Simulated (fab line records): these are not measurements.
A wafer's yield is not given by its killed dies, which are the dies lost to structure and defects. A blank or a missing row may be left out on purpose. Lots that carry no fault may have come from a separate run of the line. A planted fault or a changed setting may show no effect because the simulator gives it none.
What tool caused it? || flow n5_finfet || 24 lots, 72 wafers sampled, at 2 steps of a route of 1938

== WHAT THE GAUGES SHOWED, per wafer ==
N5_BEOL_M15_INSPECT_30: inspects for defects (macro).
{"lot": "L074", "measured": "day 11 07:36", "on": "defect_inspect-01", "raw_defect_count": "2 2 2"}
{"lot": "L075", "measured": "day 11 17:49", "on": "defect_inspect-02", "raw_defect_count": "2 2 0"}
{"lot": "L076", "measured": "day 12 06:01", "on": "defect_inspect-02", "raw_defect_count": "3 2 1"}
{"lot": "L077", "measured": "day 12 09:34", "on": "defect_inspect-02", "raw_defect_count": "2 1 1"}
{"lot": "L078", "measured": "day 12 17:37", "on": "defect_inspect-01", "raw_defect_count": "2 3 4"}
{"lot": "L079", "measured": "day 12 18:16", "on": "defect_inspect-01", "raw_defect_count": "1 3 2"}
{"lot": "L081", "measured": "day 13 09:00", "on": "defect_inspect-02", "raw_defect_count": "1 1 3"}
{"lot": "L080", "measured": "day 13 12:09", "on": "defect_inspect-01", "raw_defect_count": "1 2 1"}
{"lot": "L083", "measured": "day 13 12:17", "on": "defect_inspect-02", "raw_defect_count": "1 1 3"}
{"lot": "L082", "measured": "day 13 17:46", "on": "defect_inspect-02", "raw_defect_count": "0 1 1"}
{"lot": "L084", "measured": "day 14 10:34", "on": "defect_inspect-01", "raw_defect_count": "0 2 2"}
{"lot": "L085", "measured": "day 14 16:41", "on": "defect_inspect-01", "raw_defect_count": "1 1 0"}
{"lot": "L087", "measured": "day 14 20:25", "on": "defect_inspect-01", "raw_defect_count": "1 2 4"}
{"lot": "L086", "measured": "day 14 21:01", "on": "defect_inspect-01", "raw_defect_count": "1 3 1"}
{"lot": "L088", "measured": "day 15 03:52", "on": "defect_inspect-02", "raw_defect_count": "3 1 2"}
{"lot": "L089", "measured": "day 15 14:20", "on": "defect_inspect-02", "raw_defect_count": "4 3 0"}
{"lot": "L090", "measured": "day 16 01:46", "on": "defect_inspect-02", "raw_defect_count": "4 0 3"}
{"lot": "L093", "measured": "day 16 06:27", "on": "defect_inspect-02", "raw_defect_count": "3 1 2"}
{"lot": "L091", "measured": "day 16 07:59", "on": "defect_inspect-02", "raw_defect_count": "0 2 1"}
{"lot": "L092", "measured": "day 16 11:38", "on": "defect_inspect-01", "raw_defect_count": "7 4 1"}
{"lot": "L096", "measured": "day 17 05:55", "on": "defect_inspect-01", "raw_defect_count": "4 0 0"}
{"lot": "L094", "measured": "day 17 17:26", "on": "defect_inspect-02", "raw_defect_count": "3 4 2"}
{"lot": "L095", "measured": "day 17 21:07", "on": "defect_inspect-01", "raw_defect_count": "3 1 0"}
{"lot": "L097", "measured": "day 18 14:08", "on": "defect_inspect-02", "raw_defect_count": "2 1 5"}

== TOOL THAT RAN EACH LOT (tool first, then ch and the chambers of the sampled wafers, then the start) ==
{"lot": "L074", "N5_BEOL_M13_ANNEAL_48": "rtp_anneal-02 ch 0, day 10 23:45"}
{"lot": "L075", "N5_BEOL_M13_ANNEAL_48": "rtp_anneal-02 ch 0, day 11 10:02"}
{"lot": "L076", "N5_BEOL_M13_ANNEAL_48": "rtp_anneal-01 ch 0, day 11 22:22"}
{"lot": "L077", "N5_BEOL_M13_ANNEAL_48": "rtp_anneal-02 ch 0, day 11 23:44"}
{"lot": "L078", "N5_BEOL_M13_ANNEAL_48": "rtp_anneal-01 ch 0, day 12 07:07"}
{"lot": "L079", "N5_BEOL_M13_ANNEAL_48": "rtp_anneal-01 ch 0, day 12 07:44"}
{"lot": "L081", "N5_BEOL_M13_ANNEAL_48": "rtp_anneal-01 ch 0, day 12 21:25"}
{"lot": "L080", "N5_BEOL_M13_ANNEAL_48": "rtp_anneal-02 ch 0, day 13 02:49"}
{"lot": "L083", "N5_BEOL_M13_ANNEAL_48": "rtp_anneal-02 ch 0, day 13 04:28"}
{"lot": "L082", "N5_BEOL_M13_ANNEAL_48": "rtp_anneal-01 ch 0, day 13 09:34"}
{"lot": "L084", "N5_BEOL_M13_ANNEAL_48": "rtp_anneal-02 ch 0, day 13 22:10"}
{"lot": "L085", "N5_BEOL_M13_ANNEAL_48": "rtp_anneal-02 ch 0, day 14 00:16"}
{"lot": "L087", "N5_BEOL_M13_ANNEAL_48": "rtp_anneal-02 ch 0, day 14 03:25"}
{"lot": "L086", "N5_BEOL_M13_ANNEAL_48": "rtp_anneal-02 ch 0, day 14 12:55"}
{"lot": "L088", "N5_BEOL_M13_ANNEAL_48": "rtp_anneal-02 ch 0, day 14 17:52"}
{"lot": "L089", "N5_BEOL_M13_ANNEAL_48": "rtp_anneal-02 ch 0, day 15 06:12"}
{"lot": "L090", "N5_BEOL_M13_ANNEAL_48": "rtp_anneal-02 ch 0, day 15 16:19"}
{"lot": "L093", "N5_BEOL_M13_ANNEAL_48": "rtp_anneal-02 ch 0, day 15 22:59"}
{"lot": "L091", "N5_BEOL_M13_ANNEAL_48": "rtp_anneal-01 ch 0, day 15 22:59"}
{"lot": "L092", "N5_BEOL_M13_ANNEAL_48": "rtp_anneal-01 ch 0, day 16 03:10"}
{"lot": "L096", "N5_BEOL_M13_ANNEAL_48": "rtp_anneal-02 ch 0, day 16 22:06"}
{"lot": "L094", "N5_BEOL_M13_ANNEAL_48": "rtp_anneal-01 ch 0, day 17 09:08"}
{"lot": "L095", "N5_BEOL_M13_ANNEAL_48": "rtp_anneal-01 ch 0, day 17 12:04"}
{"lot": "L097", "N5_BEOL_M13_ANNEAL_48": "rtp_anneal-02 ch 0, day 17 23:10"}
- N5_BEOL_M13_ANNEAL_48: time 90 s.

== WHAT THE TOOLS THEMSELVES READ (means of the sampled wafers that have a number; where no wafer has one, the mark that the record gives instead) ==
N5_BEOL_M13_ANNEAL_48.
{"lot": "L074", "tool": "rtp_anneal-02", "anneal_temp_c (C)": 224.88, "wafer_temp_C_max": 226.5}
{"lot": "L075", "tool": "rtp_anneal-02", "anneal_temp_c (C)": 224.93, "wafer_temp_C_max": 226.1}
{"lot": "L076", "tool": "rtp_anneal-01", "anneal_temp_c (C)": 225.02, "wafer_temp_C_max": 226.0}
{"lot": "L077", "tool": "rtp_anneal-02", "anneal_temp_c (C)": 224.94, "wafer_temp_C_max": 226.8}
{"lot": "L078", "tool": "rtp_anneal-01", "anneal_temp_c (C)": 225.03, "wafer_temp_C_max": 226.0}
{"lot": "L079", "tool": "rtp_anneal-01", "anneal_temp_c (C)": 224.93, "wafer_temp_C_max": 226.0}
{"lot": "L081", "tool": "rtp_anneal-01", "anneal_temp_c (C)": 224.80, "wafer_temp_C_max": 226.0}
{"lot": "L080", "tool": "rtp_anneal-02", "anneal_temp_c (C)": 225.02, "wafer_temp_C_max": 226.3}
{"lot": "L083", "tool": "rtp_anneal-02", "anneal_temp_c (C)": 224.89, "wafer_temp_C_max": 226.0}
{"lot": "L082", "tool": "rtp_anneal-01", "anneal_temp_c (C)": 225.00, "wafer_temp_C_max": 226.1}
{"lot": "L084", "tool": "rtp_anneal-02", "anneal_temp_c (C)": 225.05, "wafer_temp_C_max": 226.5}
{"lot": "L085", "tool": "rtp_anneal-02", "anneal_temp_c (C)": 224.73, "wafer_temp_C_max": 226.2}
{"lot": "L087", "tool": "rtp_anneal-02", "anneal_temp_c (C)": 224.81, "wafer_temp_C_max": 226.0}
{"lot": "L086", "tool": "rtp_anneal-02", "anneal_temp_c (C)": 224.85, "wafer_temp_C_max": 226.4}
{"lot": "L088", "tool": "rtp_anneal-02", "anneal_temp_c (C)": 224.99, "wafer_temp_C_max": 226.2}
{"lot": "L089", "tool": "rtp_anneal-02", "anneal_temp_c (C)": 224.86, "wafer_temp_C_max": 226.3}
{"lot": "L090", "tool": "rtp_anneal-02", "anneal_temp_c (C)": 225.03, "wafer_temp_C_max": 226.1}
{"lot": "L093", "tool": "rtp_anneal-02", "anneal_temp_c (C)": 225.02, "wafer_temp_C_max": 226.5}
{"lot": "L091", "tool": "rtp_anneal-01", "anneal_temp_c (C)": 225.08, "wafer_temp_C_max": 226.0}
{"lot": "L092", "tool": "rtp_anneal-01", "anneal_temp_c (C)": 225.07, "wafer_temp_C_max": 225.9}
{"lot": "L096", "tool": "rtp_anneal-02", "anneal_temp_c (C)": 224.97, "wafer_temp_C_max": 226.4}
{"lot": "L094", "tool": "rtp_anneal-01", "anneal_temp_c (C)": 224.98, "wafer_temp_C_max": 225.8}
{"lot": "L095", "tool": "rtp_anneal-01", "anneal_temp_c (C)": 225.19, "wafer_temp_C_max": 225.9}
{"lot": "L097", "tool": "rtp_anneal-02", "anneal_temp_c (C)": 224.82, "wafer_temp_C_max": 226.1}

== THE ANSWER, worked out from the rows above alone ==
Rule: usual is defined by the lots themselves. Put in order of their means at a reading, lots are off if they are a third of the lots or fewer, leave a main group of 4 or more, and stand apart from it by a gap of 3 or more times the standard deviation of the main group's means; of several such gaps the widest counts. A main group whose means are all the same, to the digits that the tables above print for the reading, isn't used. Also off: a lot with no number at a reading for which 4 or more lots have one. All remaining lots with rows at the step are treated as sound. First the gauges in route order, then the tools' own readings, where a lot's mean is used as printed above. At the first step where some lot is off, the reading lying furthest off is the one used; lots without a number count as furthest.
Across all readings shown, no lot is off: no conclusion can be drawn from this.

== WHAT THE SIMULATOR HAD PUT IN ==
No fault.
